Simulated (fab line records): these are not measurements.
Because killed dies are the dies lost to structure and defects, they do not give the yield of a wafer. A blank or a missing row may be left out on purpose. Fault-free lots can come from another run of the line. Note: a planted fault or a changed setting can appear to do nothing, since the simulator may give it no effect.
Matching of chambers | flow n5_finfet | 4 sister chambers for N5_MIM_BOT_ETCH_STRIP_01 on rie_diel-02
The step strips in O2. 16 wafers are shown with their chamber, then 8 later ones without.

## WAFERS PAIRED WITH THEIR CHAMBERS
wafer  | chamber | showerhead_plenum_p_Torr (Torr) | drypump_motor_current_A (A) | oes_product_au (a.u.)
L075.3 | 3       | 2.23                            | 5.8                         | 0.81
L075.5 | 0       | 2.10                            | 5.3                         | 0.85
L075.6 | 3       | 2.23                            | 5.8                         | 0.81
L077.2 | 0       | 2.10                            | 5.3                         | 0.84
L077.5 | 3       | 2.23                            | 5.7                         | 0.80
L077.6 | 1       | 2.18                            | 5.5                         | 0.70
L079.3 | 1       | 2.18                            | 5.6                         | 0.71
L079.5 | 3       | 2.23                            | 5.8                         | 0.80
L079.6 | 1       | 2.18                            | 5.5                         | 0.69
L081.2 | 1       | 2.17                            | 5.6                         | 0.70
L081.4 | 3       | 2.22                            | 5.7                         | 0.80
L081.6 | 2       | 2.07                            | 5.0                         | 0.71
L084.3 | 0       | 2.09                            | 5.3                         | 0.83
L084.4 | 3       | 2.22                            | 5.7                         | 0.78
L084.5 | 1       | 2.17                            | 5.5                         | 0.71
L085.2 | 0       | 2.09                            | 5.3                         | 0.84

SIGNATURES (means of the wafers above)
reading                  | chamber 0 | chamber 1 | chamber 2 | chamber 3 | scatter within a chamber
showerhead_plenum_p_Torr | 2.0950    | 2.1760    | 2.0700    | 2.2267    | 0.00543
drypump_motor_current_A  | 5.300     | 5.540     | 5.000     | 5.750     | 0.0474
oes_product_au           | 0.8400    | 0.7020    | 0.7100    | 0.8000    | 0.00949
Rule: for a wafer and a chamber, the distance is found by dividing, reading by reading, the gap between the wafer's reading and the chamber's mean by the reading's scatter, squaring, summing and taking the root. If the next closest chamber is less than 2 further off than the closest, the wafer can't be placed; otherwise it belongs to the closest. The scatter: take each reading less its chamber's mean, square it, sum over the shown wafers, divide by the number of wafers less the number of chambers, and take the root.

## WAFERS WHOSE CHAMBER IS MISSING
wafer  | showerhead_plenum_p_Torr (Torr) | drypump_motor_current_A (A) | oes_product_au (a.u.)
L085.3 | 2.22                            | 5.7                         | 0.79
L085.6 | 2.22                            | 5.7                         | 0.80
L093.1 | 2.07                            | 5.0                         | 1.00
L093.5 | 2.08                            | 5.3                         | 0.81
L093.6 | 2.21                            | 5.7                         | 0.77
L096.2 | 2.08                            | 5.3                         | 0.79
L096.3 | 2.06                            | 5.0                         | 0.94
L096.4 | 2.06                            | 5.0                         | 0.94

## WHICH CHAMBER EACH WENT THROUGH
wafer  | from the rows above | in truth
L085.3 | 3                   | 3
L085.6 | 3                   | 3
L093.1 | 0                   | 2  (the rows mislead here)
L093.5 | 0                   | 0
L093.6 | 3                   | 3
L096.2 | 0                   | 0
L096.3 | 0                   | 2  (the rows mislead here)
L096.4 | 0                   | 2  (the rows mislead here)
Placed correctly: 5 of 8. From these rows, 0 cannot be placed. 3 placed wrongly.
